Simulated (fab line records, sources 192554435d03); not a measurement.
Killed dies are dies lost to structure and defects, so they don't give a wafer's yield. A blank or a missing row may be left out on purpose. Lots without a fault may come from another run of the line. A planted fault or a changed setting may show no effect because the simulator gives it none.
A struck lot beside a sound one | flow n5_finfet | 20 steps out of a route of 1938
Sound: wafers L581.1, L581.5, L581.6. Struck: wafers L594.1, L594.2, L594.4. The cause comes at the end.
At each step with rows: each side's tool, then ch and its chambers, then its first start. Under that, the readings that differ: sound wafers | struck wafers | difference of the means | sigmas: that difference in standard deviations of wafers without a fault.
alike: readings whose means differ by less than 2 such deviations, and words and numbers that are the same on both sides. not compared: withheld readings, readings that some wafer has no value for, bounds like >300 that may hide the same value, and numbers for which the record gives no deviation and whose values overlap.
The two part at a step that has a row with sigmas, a row that says differs or no value, or rows on one side only. Numbers that don't overlap but have no deviation are shown without sigmas and don't part them. A reading that every wafer of one side lacks parts them only if that side has two wafers or more.

first, 1 step without rows for these wafers: N5_SD_EPI_N_EPI_21 (deposits Si:P, time 690 s).
N5_SD_EPI_N_EPI_MEAS_23:
  sound on film_metro-02, day 3 22:50; struck on film_metro-02, day 7 04:15
  alike: thk_nm
then, 3 steps without rows for these wafers: N5_SD_EPI_N_PRECLEAN_24 (cleans in O3/DIW, time 60 s); N5_SD_EPI_N_SRD_25 (time 30 s); N5_SD_EPI_N_PRECLEAN_49 (cleans in NF3:NH3, afs cycles 1, time 20 s, sublimation time 60 s).
N5_SD_EPI_N_LINER_46: material SiNx, target thk 3 nm.
  sound on ald_sin-01 ch 0,1,3, day 3 23:14; struck on ald_sin-03 ch 1,2,3, day 7 04:47
  alike: heater_power_w
  not compared: since_wet_clean_h
N5_SD_EPI_N_INSPECT_26: inspects for defects (darkfield).
  sound on defect_inspect-01, day 3 23:29; struck on defect_inspect-01, day 7 05:02
  reading          | sound       | struck      | difference | sigmas
  raw_defect_count | 162 131 109 | 210 254 175 | +79        | +2
then, 5 steps without rows for these wafers: N5_SD_EPI_P_COAT_34 (time 60 s, resist thk 350 nm); N5_SD_EPI_P_COAT_35 (time 60 s, resist thk 35 nm); N5_SD_EPI_P_COAT_03 (resist thk 150 nm); N5_SD_EPI_P_EBR_05; N5_SD_EPI_P_SOFTBAKE_04 (time 60 s).
N5_SD_EPI_P_EXPOSE_06: exposes mask SD P BLK, target cd 240 nm.
  sound on arfi_scanner-03 ch 0, day 3 23:46; struck on arfi_scanner-03 ch 0, day 7 05:18
  reading                          | sound | struck         | difference | sigmas
  model.SD_EPI_P.overlay_x_nm (nm) | 0 0 0 | 67.8 67.8 67.8 | +67.8      |
  alike: mask
then, 2 steps without rows for these wafers: N5_SD_EPI_P_PEB_07 (peb time 60 s); N5_SD_EPI_P_DEVELOP_08 (develop time 30 s).
N5_SD_EPI_P_CD_MEAS_09: target cd 240 nm.
  sound on cd_sem-01 ch 0, day 3 23:53; struck on cd_sem-01 ch 0, day 7 05:26
  alike: cd_nm
N5_SD_EPI_P_OVL_MEAS_10:
  sound on overlay-01 ch 0, day 3 23:55; struck on overlay-01 ch 0, day 7 05:28
  reading           | sound       | struck         | difference | sigmas
  SD_P_BLK_OVL (nm) | 1.1 0.8 0.7 | 86.7 86.5 88.7 | +86.4      | +99 or more
N5_SD_EPI_P_INSPECT_11: inspects for defects (macro).
  sound on defect_inspect-01, day 3 23:56; struck on defect_inspect-02, day 7 05:29
  alike: raw_defect_count
-- the record jumps here: 4 days lie between the struck wafers' starts before and after (it left off in module SD_EPI_P and takes up again in module BEOL_M4, whose first step shown is number 1111 of the route) --
N5_BEOL_M4_RC_MEAS_101:
  sound on prober-02 ch 0, day 8 06:16; struck on prober-01 ch 0, day 11 15:34
  alike: DIBL_N, DIBL_P, IOFF_N, IOFF_P, ION_N, ION_P, SS_N, SS_P, VT_N, VT_P
then, 1 step without rows for these wafers: N5_PASSIVATION_PROBE_49.

WHERE THEY PART
First at N5_SD_EPI_N_INSPECT_26; last, within this record, at N5_SD_EPI_P_OVL_MEAS_10. Later steps at which nothing parts them and some readings are alike: N5_SD_EPI_P_INSPECT_11, N5_BEOL_M4_RC_MEAS_101.

WHY: what the simulator had put in
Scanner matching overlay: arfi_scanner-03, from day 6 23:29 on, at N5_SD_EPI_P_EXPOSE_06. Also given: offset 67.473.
